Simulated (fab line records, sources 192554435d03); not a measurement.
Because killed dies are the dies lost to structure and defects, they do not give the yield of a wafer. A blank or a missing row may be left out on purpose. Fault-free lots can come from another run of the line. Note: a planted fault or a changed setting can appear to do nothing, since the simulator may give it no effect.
Split-lot study || flow n5_finfet || 21 wafers read across 7 lots, on a route 1938 steps long

ABOUT THE SPLIT
At N5_MOL_CONTACT_COAG_ALD_27 (deposits SiOC, target thk 17 nm, pulse time 1.5 s, time 2720 s), the setting ald_cycles was moved away from the recipe's 340 on 10 of the 21 wafers read, by -14.7% to +14.7%. The other wafers ran this setting at the recipe's value.

The split's own step is where the reading is taken.

THE READING
SiOC_of_MOL_CONTACT_COAG_ALD_27.thk_nm (the simulator's own value, which no gauge read), in nm, at N5_MOL_CONTACT_COAG_ALD_27 (deposits SiOC, target thk 17 nm, pulse time 1.5 s, time 2720 s). The file gives no usual value for it. Average 17.0 nm, standard deviation 0.057 nm, over the 11 wafers here run with the recipe.

{"wafer": "L074.1", "tool, chamber at the split": "ald_sin-01, 3", "ald_cycles as run": 290, "against the recipe": "-14.7%", "SiOC_of_MOL_CONTACT_COAG_ALD_27.thk_nm, nm": 14.6, "against lot-mates on the recipe": -2.4}
{"wafer": "L074.4", "tool, chamber at the split": "ald_sin-01, 2", "ald_cycles as run": 340, "against the recipe": "recipe", "SiOC_of_MOL_CONTACT_COAG_ALD_27.thk_nm, nm": 17, "against lot-mates on the recipe": "-"}
{"wafer": "L074.5", "tool, chamber at the split": "ald_sin-01, 0", "ald_cycles as run": 290, "against the recipe": "-14.7%", "SiOC_of_MOL_CONTACT_COAG_ALD_27.thk_nm, nm": 14.4, "against lot-mates on the recipe": -2.6}
{"wafer": "L075.3", "tool, chamber at the split": "ald_sin-01, 1,3,2", "ald_cycles as run": 340, "against the recipe": "recipe", "SiOC_of_MOL_CONTACT_COAG_ALD_27.thk_nm, nm": 17, "against lot-mates on the recipe": "-"}
{"wafer": "L075.4", "tool, chamber at the split": "ald_sin-01, 1,3,2", "ald_cycles as run": 340, "against the recipe": "recipe", "SiOC_of_MOL_CONTACT_COAG_ALD_27.thk_nm, nm": 17, "against lot-mates on the recipe": "-"}
{"wafer": "L075.5", "tool, chamber at the split": "ald_sin-01, 1,3,2", "ald_cycles as run": 340, "against the recipe": "recipe", "SiOC_of_MOL_CONTACT_COAG_ALD_27.thk_nm, nm": 17, "against lot-mates on the recipe": "-"}
{"wafer": "L085.2", "tool, chamber at the split": "ald_sin-01, 1,0,2", "ald_cycles as run": 367, "against the recipe": "+7.9%", "SiOC_of_MOL_CONTACT_COAG_ALD_27.thk_nm, nm": 18.4, "against lot-mates on the recipe": "no lot-mate on the recipe"}
{"wafer": "L085.3", "tool, chamber at the split": "ald_sin-01, 1,0,2", "ald_cycles as run": 367, "against the recipe": "+7.9%", "SiOC_of_MOL_CONTACT_COAG_ALD_27.thk_nm, nm": 18.4, "against lot-mates on the recipe": "no lot-mate on the recipe"}
{"wafer": "L085.4", "tool, chamber at the split": "ald_sin-01, 1,0,2", "ald_cycles as run": 367, "against the recipe": "+7.9%", "SiOC_of_MOL_CONTACT_COAG_ALD_27.thk_nm, nm": 18.4, "against lot-mates on the recipe": "no lot-mate on the recipe"}
{"wafer": "L086.2", "tool, chamber at the split": "ald_sin-03, 3,0", "ald_cycles as run": 340, "against the recipe": "recipe", "SiOC_of_MOL_CONTACT_COAG_ALD_27.thk_nm, nm": 17, "against lot-mates on the recipe": "-"}
{"wafer": "L086.4", "tool, chamber at the split": "ald_sin-03, 3,0", "ald_cycles as run": 340, "against the recipe": "recipe", "SiOC_of_MOL_CONTACT_COAG_ALD_27.thk_nm, nm": 17, "against lot-mates on the recipe": "-"}
{"wafer": "L086.3", "tool, chamber at the split": "ald_sin-03, 1", "ald_cycles as run": 390, "against the recipe": "+14.7%", "SiOC_of_MOL_CONTACT_COAG_ALD_27.thk_nm, nm": 19.4, "against lot-mates on the recipe": "+2.4"}
{"wafer": "L089.2", "tool, chamber at the split": "ald_sin-01, 1", "ald_cycles as run": 340, "against the recipe": "recipe", "SiOC_of_MOL_CONTACT_COAG_ALD_27.thk_nm, nm": 17, "against lot-mates on the recipe": "-"}
{"wafer": "L089.4", "tool, chamber at the split": "ald_sin-01, 3", "ald_cycles as run": 386, "against the recipe": "+13.5%", "SiOC_of_MOL_CONTACT_COAG_ALD_27.thk_nm, nm": 19.2, "against lot-mates on the recipe": "+2.2"}
{"wafer": "L089.5", "tool, chamber at the split": "ald_sin-01, 1", "ald_cycles as run": 386, "against the recipe": "+13.5%", "SiOC_of_MOL_CONTACT_COAG_ALD_27.thk_nm, nm": 19.4, "against lot-mates on the recipe": "+2.4"}
{"wafer": "L095.3", "tool, chamber at the split": "ald_sin-03, 3", "ald_cycles as run": 366, "against the recipe": "+7.6%", "SiOC_of_MOL_CONTACT_COAG_ALD_27.thk_nm, nm": 18.4, "against lot-mates on the recipe": "+1.4"}
{"wafer": "L095.4", "tool, chamber at the split": "ald_sin-03, 0", "ald_cycles as run": 340, "against the recipe": "recipe", "SiOC_of_MOL_CONTACT_COAG_ALD_27.thk_nm, nm": 17, "against lot-mates on the recipe": "-"}
{"wafer": "L095.5", "tool, chamber at the split": "ald_sin-03, 1", "ald_cycles as run": 366, "against the recipe": "+7.6%", "SiOC_of_MOL_CONTACT_COAG_ALD_27.thk_nm, nm": 18.2, "against lot-mates on the recipe": "+1.2"}
{"wafer": "L096.3", "tool, chamber at the split": "ald_sin-03, 1", "ald_cycles as run": 340, "against the recipe": "recipe", "SiOC_of_MOL_CONTACT_COAG_ALD_27.thk_nm, nm": 17, "against lot-mates on the recipe": "-"}
{"wafer": "L096.5", "tool, chamber at the split": "ald_sin-03, 1", "ald_cycles as run": 340, "against the recipe": "recipe", "SiOC_of_MOL_CONTACT_COAG_ALD_27.thk_nm, nm": 17, "against lot-mates on the recipe": "-"}
{"wafer": "L096.6", "tool, chamber at the split": "ald_sin-03, 0", "ald_cycles as run": 340, "against the recipe": "recipe", "SiOC_of_MOL_CONTACT_COAG_ALD_27.thk_nm, nm": 17.2, "against lot-mates on the recipe": "-"}
When a row names more than one chamber, that row covers several wafers, and the file does not tell which wafer ran in which chamber.

THE FIT
A straight line over all 21 wafers: SiOC_of_MOL_CONTACT_COAG_ALD_27.thk_nm changes by +0.169 nm for each +1% of ald_cycles; r = +1.00; the points scatter about the line by 0.077 nm.
The same after taking each lot's own level away (the mean of its wafers on the recipe; 18 wafers): +0.169 nm for each +1%; r = +1.00; scatter 0.077 nm.
The reading moves by 2.5 nm for the largest change in ald_cycles, on that fit.
The span of the lots' own levels, 17.00 to 17.07 nm, comes to 1.2 times the standard deviation stated above.
The two slopes agree, so the slope changes little with the lot-to-lot level.
Check: -2.52 nm against its lot-mates is what the line predicts for one of the wafers moved furthest among these (-14.7%) when that wafer is left out of the fit. Against them it came out at -2.4 nm.

OTHER SPLITS APPLIED TO THESE WAFERS
Note: prior to the reading, these wafers also went through further splits. Each is held against what the fit with the lots' levels taken away leaves over:
{"other split on the same wafers": "N5_HKMG_FIN_COAT_06 spin_rpm", "wafers away from the commonest value": 8, "r with SiOC_of_MOL_CONTACT_COAG_ALD_27.thk_nm (lot level and that fit taken away)": "+0.17"}
{"other split on the same wafers": "N5_HKMG_FIN_EXPOSE_09 dose_mj", "wafers away from the commonest value": 5, "r with SiOC_of_MOL_CONTACT_COAG_ALD_27.thk_nm (lot level and that fit taken away)": "+0.31"}
{"other split on the same wafers": "N5_MOL_CONTACT_COAG_ETCH_105 bias_w", "wafers away from the commonest value": 8, "r with SiOC_of_MOL_CONTACT_COAG_ALD_27.thk_nm (lot level and that fit taken away)": "+0.09"}
{"other split on the same wafers": "N5_MOL_CONTACT_COAG_CONTACT_ETCH_14 source_w", "wafers away from the commonest value": 4, "r with SiOC_of_MOL_CONTACT_COAG_ALD_27.thk_nm (lot level and that fit taken away)": "+0.30"}

FILE'S OWN FIT
SiOC_of_MOL_CONTACT_COAG_ALD_27.thk_nm changes by +0.168 nm for each +1% of ald_cycles, r = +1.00.
